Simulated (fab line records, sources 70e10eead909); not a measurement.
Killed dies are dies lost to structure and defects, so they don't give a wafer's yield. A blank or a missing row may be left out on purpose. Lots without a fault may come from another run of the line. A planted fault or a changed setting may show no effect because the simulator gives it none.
Chamber matching | flow nand_harc | NHARC_A_STAIRCASE_DEP_151 on pecvd-01: 3 sister chambers
The step deposits SiO2, target thk 7200 nm. 27 wafers are shown with their chamber, then 12 later ones without.

WAFERS WITH THEIR CHAMBER
wafer  | chamber | heater_power_w (W)
L076.1 | 0       | 969
L076.2 | 2       | 588
L076.6 | 0       | 838
L077.1 | 1       | 688
L077.2 | 0       | 851
L077.5 | 0       | 841
L078.2 | 1       | 612
L078.3 | 2       | 694
L078.6 | 0       | 854
L082.1 | 1       | 731
L082.2 | 2       | 593
L082.4 | 1       | 570
L084.1 | 2       | 618
L084.2 | 0       | 938
L084.6 | 2       | 576
L085.1 | 1       | 623
L085.3 | 2       | 706
L085.6 | 0       | 786
L086.1 | 2       | 726
L086.3 | 0       | 913
L086.5 | 1       | 533
L087.1 | 0       | 834
L087.4 | 0       | 784
L087.6 | 2       | 571
L090.1 | 2       | 719
L090.3 | 1       | 660
L090.6 | 1       | 540

SIGNATURES (means of the wafers above)
reading        | chamber 0 | chamber 1 | chamber 2 | scatter within a chamber
heater_power_w | 860.80    | 619.62    | 643.44    | 65.8
Rule: a wafer's distance from a chamber is the root of the sum, over the readings, of the square of ((its reading less the chamber's mean) divided by the reading's scatter). The wafer belongs to the nearest chamber; if the next one is less than 2 further off, it can't be placed. The scatter: the root of (the sum of the squares of (reading less its chamber's mean) over the shown wafers, divided by (wafers less chambers)).

WAFERS WITHOUT THEIR CHAMBER
wafer  | heater_power_w (W)
L089.1 | 705
L089.4 | 784
L089.5 | 584
L091.1 | 642
L091.3 | 959
L091.5 | 805
L091.2 | 695
L091.4 | 583
L091.6 | 541
L096.1 | 962
L096.3 | 705
L096.5 | 780

WHICH CHAMBER EACH WENT THROUGH
wafer  | from the rows above          | in truth
L089.1 | can't be placed: 2 or 1 or 0 | 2
L089.4 | can't be placed: 0 or 2 or 1 | 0
L089.5 | can't be placed: 1 or 2      | 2
L091.1 | can't be placed: 2 or 1      | 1
L091.3 | 0                            | 0
L091.5 | can't be placed: 0 or 2 or 1 | 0
L091.2 | can't be placed: 2 or 1 or 0 | 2
L091.4 | can't be placed: 1 or 2      | 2
L091.6 | can't be placed: 1 or 2      | 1
L096.1 | 0                            | 0
L096.3 | can't be placed: 2 or 1 or 0 | 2
L096.5 | can't be placed: 0 or 2 or 1 | 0
Placed correctly: 2 of 12. Can't be placed from these rows: 10 (the true chamber is among the candidates in 10). Placed wrongly: 0.
